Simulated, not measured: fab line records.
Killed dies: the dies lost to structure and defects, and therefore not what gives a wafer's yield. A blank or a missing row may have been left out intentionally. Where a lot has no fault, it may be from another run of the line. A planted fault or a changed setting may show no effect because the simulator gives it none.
Comparing a struck lot with a sound one    flow n5-finfet    15 out of 1938 route steps
Sound: wafers L218.1, L218.2, L218.5. Struck: wafer L225.4 (L225.1, L225.5, from the same lot, were not struck and are left out); the cause is given at the end.
Each step with rows lists, per side, the tool, then ch with its chambers, then its first start. Under that, the readings that differ: sound wafers    struck wafers    difference of the means    sigmas: that difference in standard deviations of wafers without a fault.
alike: a reading whose means differ by less than 2 such deviations, as well as words and numbers matching on both sides. not compared: withheld readings; readings where some wafer has no value; bounds like >300 that might hide an equal value; numbers whose values overlap and for which the record gives no deviation.
Wherever a step has rows on one side only, a row that says differs or no value, or a row with sigmas, the two part there. Numbers that have no deviation but don't overlap get no sigmas and don't part them. Lack of a reading on every wafer of one side parts them only where that side has two or more wafers.

first, 6 steps without rows for these wafers: N5_BEOL_M3_COAT_05 (resist thk 30 nm); N5_BEOL_M3_EBR_07; N5_BEOL_M3_SOFTBAKE_06 (time 60 s); N5_BEOL_M3_EXPOSE_08 (exposes mask M3); N5_BEOL_M3_PEB_09 (peb time 60 s); N5_BEOL_M3_DEVELOP_10 (develop time 30 s).
N5_BEOL_M3_CD_MEAS_11: the cd target is 17.05 nm.
  sound on cd-sem-01 ch 0, day 12 09:10; struck on cd-sem-02 ch 0, day 10 04:58
  alike: cd-nm
N5_BEOL_M3_OVL_MEAS_12:
  sound on overlay-01 ch 0, day 12 09:12; struck on overlay-02 ch 0, day 10 04:59
  alike: M3_OVL
N5_BEOL_M3_INSPECT_13: inspects for defects (brightfield).
  sound on defect-inspect-01 at day 12 09:34; struck on defect-inspect-02 at day 10 05:03
reading           sound        struck  difference  sigmas
raw-defect-count  325 428 286  521     +175        +2
N5_BEOL_M3_DESCUM_16: chemistry O2, time 7 s.
  sound on rie-diel-06 ch 0,2, day 12 09:35; struck on rie-diel-02 ch 1, day 10 05:08
reading                      sound        struck  difference  sigmas
drypump-motor-current-A (A)  5.2 4.9 4.9  6.0     +1.0        +3
  alike: oes-product-au, rf-vpp-V, showerhead-plenum-p-Torr, throttle-valve-pct
  not compared: rf-hours-counter-h
N5_BEOL_M3_ETCH_74: etches underlayer in N2/H2, target depth 6.5 nm, time 5.2 s.
  sound on rie-diel-06 ch 0,2, day 12 09:38; struck on rie-diel-02 ch 1, day 10 05:11
reading                      sound        struck  difference  sigmas
drypump-motor-current-A (A)  5.2 4.9 4.9  6.1     +1.1        +3
  alike: bias-w, etch-rf-on-time-s, oes-product-au, rf-vpp-V, showerhead-plenum-p-Torr, throttle-valve-pct
  not compared: rf-hours-counter-h
N5_BEOL_M3_ETCH_63: etches SiARC in CF4, target depth 15.6 nm, time 26 s.
  sound on rie-diel-06 ch 0,2, day 12 09:38; struck on rie-diel-02 ch 1, day 10 05:12
reading                      sound        struck  difference  sigmas
drypump-motor-current-A (A)  5.2 4.9 4.9  6.0     +1.0        +3
  alike: bias-w, etch-rf-on-time-s, oes-product-au, rf-vpp-V, showerhead-plenum-p-Torr, throttle-valve-pct
  not compared: rf-hours-counter-h
N5_BEOL_M3_ETCH_64: etches SOC in N2/H2, target depth 75 nm, overetch 15 nm, time 112.5 s.
  sound on rie-diel-06 ch 0,2, day 12 09:40; struck on rie-diel-02 ch 1, day 10 05:13
reading                                     sound              struck  difference  sigmas
bias-w (W)                                  150.3 151.2 150.0  181.5   +31.0       +70
drypump-motor-current-A (A)                 5.2 4.9 5.0        6.0     +1.0        +3
rf-vpp-V (V)                                526.4 521.4 521.6  585.5   +62.4       +26
model.SiARC_of_BEOL_M3_COAT_62.thk-nm (nm)  6.6 6.8 6.8        5.8     -0.9        
  alike: oes-product-au, showerhead-plenum-p-Torr, throttle-valve-pct
  not compared: rf-hours-counter-h
then, 1 step without rows for these wafers: N5_BEOL_M3_STRIP_65 (strips in N2/H2).
-- the record jumps here: 3 days lie between the struck wafers' starts before and after (it left off in module BEOL_M3 and takes up again in module BEOL_M4, whose first step shown is number 1111 of the route) --
N5_BEOL_M4_RC_MEAS_101:
  sound on prober-01 ch 0, day 13 18:54; struck on prober-02 ch 0, day 12 17:55
  alike: DIBL_N, DIBL_P, IOFF_N, IOFF_P, ION_N, ION_P, SS_N, SS_P, VT_N, VT_P

== WHERE THEY PART ==
Last at N5_BEOL_M3_ETCH_64 as far as this record goes, first at N5_BEOL_M3_INSPECT_13. Later steps at which nothing parts them and some readings are alike: N5_BEOL_M4_RC_MEAS_101.

WHY: whatever the simulator had introduced
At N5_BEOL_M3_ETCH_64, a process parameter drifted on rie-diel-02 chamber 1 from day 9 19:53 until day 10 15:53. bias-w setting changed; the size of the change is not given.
